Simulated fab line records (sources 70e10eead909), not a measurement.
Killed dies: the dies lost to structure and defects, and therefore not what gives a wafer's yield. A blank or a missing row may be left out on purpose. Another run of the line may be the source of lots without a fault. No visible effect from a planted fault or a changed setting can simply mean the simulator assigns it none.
Matching of chambers -- flow nand harc -- NHARC_P_M0_PRE_CLEAN_31 on pecvd-03: 3 sister chambers
The step time 12 s. 6 wafers are shown with their chamber, then 12 later ones without.

## WAFERS PAIRED WITH THEIR CHAMBERS
wafer,chamber,heater power w (W)
L081.4,1,531
L086.1,2,545
L086.2,1,546
L089.1,0,633
L089.4,0,642
L089.5,2,494

## WAFERS MISSING THEIR CHAMBER
wafer,heater power w (W)
L091.2,671
L091.4,461
L091.6,588
L095.2,532
L095.5,660
L095.6,541
L096.3,627
L096.4,623
L096.5,517
L097.3,445
L097.4,524
L097.6,557

## EACH ONE'S CHAMBER
wafer,from the rows above,in truth
L091.2,0,0
L091.4,can't be placed: 2 or 1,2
L091.6,can't be placed: 0 or 1 or 2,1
L095.2,can't be placed: 1 or 2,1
L095.5,0,0
L095.6,can't be placed: 1 or 2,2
L096.3,0,0
L096.4,0,0
L096.5,can't be placed: 2 or 1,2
L097.3,can't be placed: 2 or 1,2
L097.4,can't be placed: 2 or 1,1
L097.6,can't be placed: 1 or 2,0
Correctly placed: 4 of 12. Cannot be placed on the basis of these rows: 8; the candidates contain the true chamber in 7. Wrongly placed: 0.
How it was worked out, from the rows above alone: a wafer's distance from a chamber is the root of the sum, over the readings, of the square of ((its reading less the chamber's mean) divided by the reading's scatter). If the next closest chamber is less than 2 further off than the closest, the wafer can't be placed; otherwise it belongs to the closest. A chamber's mean is the mean of its shown wafers. The scatter: take each reading less its chamber's mean, square it, sum over the shown wafers, divide by the number of wafers less the number of chambers, and take the root.
